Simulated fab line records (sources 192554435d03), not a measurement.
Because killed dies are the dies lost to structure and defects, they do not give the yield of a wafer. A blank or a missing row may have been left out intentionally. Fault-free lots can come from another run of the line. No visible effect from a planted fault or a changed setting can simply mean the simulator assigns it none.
Chamber matching || flow n5_finfet || 4 sister chambers for N5_FIN_CUT_ETCH_20 on rie_diel-01
The step etches SiARC in CF4, target depth 26 nm, time 43.3 s. 8 wafers are shown with their chamber, then 12 later ones without.

== WAFERS PAIRED WITH THEIR CHAMBERS ==
{"wafer": "L083.2", "chamber": 1, "drypump_motor_current_A (A)": 6.6, "showerhead_plenum_p_Torr (Torr)": 2.06}
{"wafer": "L083.4", "chamber": 3, "drypump_motor_current_A (A)": 6.6, "showerhead_plenum_p_Torr (Torr)": 2.23}
{"wafer": "L086.2", "chamber": 0, "drypump_motor_current_A (A)": 5.6, "showerhead_plenum_p_Torr (Torr)": 2.18}
{"wafer": "L086.3", "chamber": 3, "drypump_motor_current_A (A)": 6.6, "showerhead_plenum_p_Torr (Torr)": 2.22}
{"wafer": "L086.5", "chamber": 2, "drypump_motor_current_A (A)": 5.7, "showerhead_plenum_p_Torr (Torr)": 2.12}
{"wafer": "L088.1", "chamber": 0, "drypump_motor_current_A (A)": 5.5, "showerhead_plenum_p_Torr (Torr)": 2.18}
{"wafer": "L088.2", "chamber": 2, "drypump_motor_current_A (A)": 5.7, "showerhead_plenum_p_Torr (Torr)": 2.12}
{"wafer": "L088.3", "chamber": 1, "drypump_motor_current_A (A)": 6.6, "showerhead_plenum_p_Torr (Torr)": 2.06}

== WAFERS MISSING THEIR CHAMBER ==
{"wafer": "L088.4", "drypump_motor_current_A (A)": 6.6, "showerhead_plenum_p_Torr (Torr)": 2.22}
{"wafer": "L088.5", "drypump_motor_current_A (A)": 6.6, "showerhead_plenum_p_Torr (Torr)": 2.06}
{"wafer": "L088.6", "drypump_motor_current_A (A)": 5.6, "showerhead_plenum_p_Torr (Torr)": 2.18}
{"wafer": "L090.3", "drypump_motor_current_A (A)": 6.6, "showerhead_plenum_p_Torr (Torr)": 2.22}
{"wafer": "L090.4", "drypump_motor_current_A (A)": 6.6, "showerhead_plenum_p_Torr (Torr)": 2.05}
{"wafer": "L090.6", "drypump_motor_current_A (A)": 6.6, "showerhead_plenum_p_Torr (Torr)": 2.05}
{"wafer": "L091.1", "drypump_motor_current_A (A)": 5.5, "showerhead_plenum_p_Torr (Torr)": 2.18}
{"wafer": "L091.5", "drypump_motor_current_A (A)": 5.6, "showerhead_plenum_p_Torr (Torr)": 2.18}
{"wafer": "L091.6", "drypump_motor_current_A (A)": 6.6, "showerhead_plenum_p_Torr (Torr)": 2.06}
{"wafer": "L097.1", "drypump_motor_current_A (A)": 5.7, "showerhead_plenum_p_Torr (Torr)": 2.12}
{"wafer": "L097.5", "drypump_motor_current_A (A)": 6.6, "showerhead_plenum_p_Torr (Torr)": 2.05}
{"wafer": "L097.6", "drypump_motor_current_A (A)": 5.6, "showerhead_plenum_p_Torr (Torr)": 2.18}

== WHICH CHAMBER EACH ONE RAN IN ==
{"wafer": "L088.4", "from the rows above": 3, "in truth": 3}
{"wafer": "L088.5", "from the rows above": 1, "in truth": 1}
{"wafer": "L088.6", "from the rows above": 0, "in truth": 0}
{"wafer": "L090.3", "from the rows above": 3, "in truth": 3}
{"wafer": "L090.4", "from the rows above": 1, "in truth": 1}
{"wafer": "L090.6", "from the rows above": 1, "in truth": 1}
{"wafer": "L091.1", "from the rows above": 0, "in truth": 0}
{"wafer": "L091.5", "from the rows above": 0, "in truth": 0}
{"wafer": "L091.6", "from the rows above": 1, "in truth": 1}
{"wafer": "L097.1", "from the rows above": 2, "in truth": 2}
{"wafer": "L097.5", "from the rows above": 1, "in truth": 1}
{"wafer": "L097.6", "from the rows above": 0, "in truth": 0}
Correctly placed: 12 of 12. Not placeable from these rows: 0. Number placed wrongly: 0.
How it was worked out, from the rows above alone: a wafer's distance from a chamber is the root of the sum, over the readings, of the square of ((its reading less the chamber's mean) divided by the reading's scatter). The wafer belongs to the nearest chamber; if the next one is less than 2 further off, it can't be placed. The mean given for a chamber averages the wafers shown for that chamber. The scatter is the square root of a quotient: the sum, over the shown wafers, of each reading's squared deviation from its chamber's mean, divided by wafers minus chambers.
